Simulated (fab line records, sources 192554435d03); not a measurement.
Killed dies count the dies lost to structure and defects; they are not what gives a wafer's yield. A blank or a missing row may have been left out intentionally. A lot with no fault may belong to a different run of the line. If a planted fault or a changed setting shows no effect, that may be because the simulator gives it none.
Split-lot study | flow n5-finfet | 21 wafers read from 7 lots, route of 1938 steps

== THE SPLIT ITSELF ==
At N5_BEOL_M3_ILD_DEP_00 (deposits SiOC from DEMS/O2, target thk 79 nm, time 15.3 s), the setting time-s was moved away from the recipe's 15.3 s on 9 of the 21 wafers read, by -12.0% to +14.7%. The other wafers ran this setting at the recipe's value.

No step appears in the file between the split and the reading.

== THE READING ==
Values of M3_ILD_THK in nm from N5_BEOL_M3_THK_MEAS_01. On this fab line, fault-free wafers typically give 79.4 nm with a standard deviation of 1.1 nm.

wafer  | tool, chamber at the split | time-s as run, s | against the recipe | M3_ILD_THK, nm | against lot-mates on the recipe
L074.1 | pecvd-04, 2                | 15.3             | recipe             | 78.6           | -
L074.4 | pecvd-04, 2                | 14.62            | -4.4%              | 77.4           | -1.4
L074.5 | pecvd-04, 1                | 15.3             | recipe             | 79.1           | -
L077.1 | pecvd-02, 0                | 16.44            | +7.5%              | 84.9           | +5.2
L077.3 | pecvd-02, 2                | 16.44            | +7.5%              | 83.3           | +3.6
L077.4 | pecvd-02, 1                | 15.3             | recipe             | 79.7           | -
L079.1 | pecvd-04, 0                | 15.3             | recipe             | 78.0           | -
L079.2 | pecvd-04, 2                | 15.3             | recipe             | 77.3           | -
L079.3 | pecvd-04, 1                | 15.3             | recipe             | 78.1           | -
L084.1 | pecvd-04, 0                | 15.3             | recipe             | 78.2           | -
L084.3 | pecvd-04, 1                | 17.44            | +14.0%             | 90.7           | +12.5
L084.6 | pecvd-04, 1                | 17.44            | +14.0%             | 90.0           | +11.8
L085.2 | pecvd-04, 1                | 15.3             | recipe             | 79.1           | -
L085.4 | pecvd-04, 0                | 15.3             | recipe             | 80.6           | -
L085.5 | pecvd-04, 1                | 15.3             | recipe             | 79.7           | -
L088.1 | pecvd-03, 1                | 17.55            | +14.7%             | 90.8           | +10.7
L088.4 | pecvd-03, 2                | 15.3             | recipe             | 80.1           | -
L088.5 | pecvd-03, 1                | 17.55            | +14.7%             | 92.7           | +12.6
L096.1 | pecvd-03, 2                | 15.3             | recipe             | 79.8           | -
L096.3 | pecvd-03, 1                | 13.47            | -12.0%             | 70.1           | -9.7
L096.6 | pecvd-03, 1                | 13.47            | -12.0%             | 70.5           | -9.3

FIT RESULTS
A straight line over all 21 wafers: M3_ILD_THK changes by +0.784 nm for each +1% of time-s; r = +0.98; the points scatter about the line by 1.1 nm.
The same after taking each lot's own level away (the mean of its wafers on the recipe; 21 wafers): +0.789 nm for each +1%; r = +0.99; scatter 0.92 nm.
The reading moves by 12 nm for the largest change in time-s, on that fit.
The lots' own levels span 77.80 to 80.10 nm, that is 2.1 times the standard deviation above.
Consequently the slope shifts little with the lot-to-lot level, the two slopes agreeing.
Check: +11.9 nm against its lot-mates is what the line predicts for one of the wafers moved furthest among these (+14.7%) when that wafer is left out of the fit. It came out at +10.7 nm against them.

== OTHER SPLITS ON THESE WAFERS ==
Note: prior to the reading, these wafers also went through further splits. Each is held against what the fit with the lots' levels taken away leaves over:
other split on the same wafers         | wafers away from the commonest value | r with M3_ILD_THK (lot level and that fit taken away)
N5_MOL_CONTACT_COAG_COAT_02 spin-rpm   | 11                                   | -0.33
N5_MOL_CONTACT_COAG_ALD_27 ald-cycles  | 10                                   | +0.00
N5_MOL_CONTACT_COAG_ALD_133 ald-cycles | 4                                    | -0.19
N5_BEOL_M1_ILD_DEP_00 time-s           | 7                                    | -0.29
N5_BEOL_M1_DESCUM_33 time-s            | 9                                    | -0.05
N5_BEOL_M2_COAT_22 spin-rpm            | 5                                    | -0.32
N5_BEOL_M2_ALD_98 ald-cycles           | 8                                    | -0.59
N5_BEOL_M2_DEP_57 time-s               | 6                                    | -0.24

== THE WHOLE CHAIN: every reading that the file lists as answering this split, in the file's order ==
step                   | what it does                                              | reading                                                                            | change (the file's fit)               | r (the file's)
N5_BEOL_M3_ILD_DEP_00  | deposits SiOC from DEMS/O2, target thk 79 nm, time 15.3 s | SiOC_of_BEOL_M3_ILD_DEP_00.thk-nm (the simulator's own value, which no gauge read) | +0.786 nm for each +1% of the setting | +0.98
N5_BEOL_M3_THK_MEAS_01 |                                                           | M3_ILD_THK                                                                         | +0.785 for each +1% of the setting    | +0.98

== THE FILE'S OWN FIT ==
M3_ILD_THK changes by +0.785 nm for each +1% of time-s, r = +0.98.
